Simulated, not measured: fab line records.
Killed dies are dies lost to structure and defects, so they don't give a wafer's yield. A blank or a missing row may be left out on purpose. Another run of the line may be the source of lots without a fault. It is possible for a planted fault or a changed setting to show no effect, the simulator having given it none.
Split-lot study | flow n5-finfet | 30 wafers read across 7 lots, on a route 1938 steps long

SPLIT DETAILS
At N5_BEOL_M9_ETCH_62 (etches SOC in N2/H2, target depth 110 nm, overetch 22 nm, time 165 s), the setting time-s was moved away from the recipe's 165 s on 6 of the 30 wafers read, by +22.4% to +28.4%. All remaining wafers had this setting at the recipe value.

FROM THE SPLIT TO THE READING: what the file shows between them, 11 steps
- N5_BEOL_M9_STRIP_68: strips in N2/H2
- N5_BEOL_M9_STRIP_67: strips in CF4
- N5_BEOL_M9_HM_OPEN_17: chemistry Cl2/BCl3, target TiN, target depth 20 nm, overetch 6 nm
- N5_BEOL_M9_STRIP_19: strips in O2
- N5_BEOL_M9_STRIP_69: strips in N2/H2
- N5_BEOL_M9_STRIP_77: strips in N2/H2
- N5_BEOL_M9_VIA_ETCH_34: etches SiCOH lowk in C4F6/O2, target depth 182.4 nm, time 68.4 s
- N5_BEOL_M9_STRIP_73: strips in C4F6/O2
- N5_BEOL_M9_STRIP_36: strips in N2/H2
- N5_BEOL_M9_PRECLEAN_42: cleans in residue remover, time 60 s
- N5_BEOL_M9_SRD_43: time 30 s

THE READING
cd-nm, in nm, at N5_BEOL_M9_CD_MEAS_35 (target cd 70 nm, target cd y 40 nm). A value of 70.0 nm with a standard deviation of 0.47 nm is what fault-free wafers of this fab line usually give.

wafer  | tool, chamber at the split | time-s as run, s | against the recipe | cd-nm, nm | against lot-mates on the recipe
L076.1 | rie-diel-05, 0             | 165              | recipe             | 69.1      | -
L076.2 | rie-diel-05, 2             | 165              | recipe             | 69.8      | -
L076.4 | rie-diel-05, 1             | 165              | recipe             | 69.1      | -
L081.2 | rie-diel-06, 2             | 165              | recipe             | 70.4      | -
L081.3 | rie-diel-06, 1             | 165              | recipe             | 71.0      | -
L081.5 | rie-diel-06, 2             | 165              | recipe             | 70.8      | -
L083.2 | rie-diel-05, 3             | 165              | recipe             | 69.9      | -
L083.4 | rie-diel-05, 1             | 165              | recipe             | 69.5      | -
L083.5 | rie-diel-05, 2             | 165              | recipe             | 69.5      | -
L089.1 | rie-diel-06, 2             | 202              | +22.4%             | 71.3      | +1.3
L089.2 | rie-diel-06, 1             | 202              | +22.4%             | 71.0      | +1.0
L089.3 | rie-diel-06, 3             | 202              | +22.4%             | 70.8      | +0.8
L089.4 | rie-diel-06, 2             | 165              | recipe             | 70.1      | -
L089.5 | rie-diel-06, 1             | 165              | recipe             | 70.0      | -
L089.6 | rie-diel-06, 3             | 165              | recipe             | 69.8      | -
L087.1 | rie-diel-06, 3             | 165              | recipe             | 69.5      | -
L087.2 | rie-diel-06, 2             | 165              | recipe             | 69.3      | -
L087.3 | rie-diel-06, 1             | 165              | recipe             | 70.0      | -
L087.4 | rie-diel-06, 3             | 165              | recipe             | 69.7      | -
L087.5 | rie-diel-06, 1             | 165              | recipe             | 69.6      | -
L087.6 | rie-diel-06, 2             | 165              | recipe             | 69.5      | -
L094.1 | rie-diel-06, 3             | 165              | recipe             | 70.3      | -
L094.4 | rie-diel-06, 1             | 165              | recipe             | 70.1      | -
L094.5 | rie-diel-06, 0             | 165              | recipe             | 70.1      | -
L095.1 | rie-diel-05, 0             | 165              | recipe             | 69.8      | -
L095.2 | rie-diel-05, 1             | 211.8            | +28.4%             | 71.0      | +1.0
L095.3 | rie-diel-05, 2             | 211.8            | +28.4%             | 71.6      | +1.6
L095.4 | rie-diel-05, 3             | 211.8            | +28.4%             | 71.2      | +1.2
L095.5 | rie-diel-05, 1             | 165              | recipe             | 70.3      | -
L095.6 | rie-diel-05, 0             | 165              | recipe             | 69.9      | -

THE FIT
A straight line over all 30 wafers: cd-nm changes by +0.0499 nm for each +1% of time-s; r = +0.77; the points scatter about the line by 0.44 nm.
The same after taking each lot's own level away (the mean of its wafers on the recipe; 30 wafers): +0.0457 nm for each +1%; r = +0.91; scatter 0.23 nm.
Per that fit: largest time-s move, reading shift of 1.3 nm.
Across the lots, their own levels run from 69.33 to 70.73 nm, a range of 3.0 times the standard deviation given above.
So the lot-to-lot level blurs the effect unless lot-mates are compared.
Check: for one of the wafers moved furthest among these (+28.4%), held out of the fit, the line's prediction against its lot-mates is +1.38 nm. It came out at +1 nm against them.

OTHER SPLITS ON THESE WAFERS
Before the reading, these wafers also passed through other splits. Each is held against what the fit with the lots' levels taken away leaves over:
other split on the same wafers | wafers away from the commonest value | r with cd-nm (lot level and that fit taken away)
N5_BEOL_M6_ALD_77 ald-cycles   | 6                                    | -0.08

THE WHOLE CHAIN: every reading that the file lists as answering this split, in the file's order
step                   | what it does                                                         | reading                                                                          | change (the file's fit)                                                              | r (the file's)
N5_BEOL_M9_ETCH_62     | etches SOC in N2/H2, target depth 110 nm, overetch 22 nm, time 165 s | etch.depth-nm (the simulator's own value, which no gauge read)                   | not straight: 69.01 at the lowest setting, 99.99 at the recipe, 100.3 at the highest | not given
N5_BEOL_M9_ETCH_62     | etches SOC in N2/H2, target depth 110 nm, overetch 22 nm, time 165 s | SiARC_of_BEOL_M9_COAT_60.thk-nm (the simulator's own value, which no gauge read) | -0.0648 nm for each +1% of the setting                                               | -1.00
N5_BEOL_M9_ETCH_62     | etches SOC in N2/H2, target depth 110 nm, overetch 22 nm, time 165 s | BEOL_M9.cd-offset-nm (the simulator's own value, which no gauge read)            | +0.0287 nm for each +1% of the setting                                               | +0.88
N5_BEOL_M9_HM_OPEN_17  | chemistry Cl2/BCl3, target TiN, target depth 20 nm, overetch 6 nm    | BEOL_M9.cd-offset-nm (the simulator's own value, which no gauge read)            | +0.0279 nm for each +1% of the setting                                               | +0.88
N5_BEOL_M9_VIA_ETCH_34 | etches SiCOH lowk in C4F6/O2, target depth 182.4 nm, time 68.4 s     | oes-product-au                                                                   | not straight: 0.27 at the lowest setting, 0.79 at the recipe, 0.78 at the highest    | not given
N5_BEOL_M9_CD_MEAS_35  | target cd 70 nm, target cd y 40 nm                                   | cd-nm                                                                            | +0.0449 nm for each +1% of the setting                                               | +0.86

FILE'S OWN FIT
cd-nm changes by +0.0449 nm for each +1% of time-s, r = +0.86.
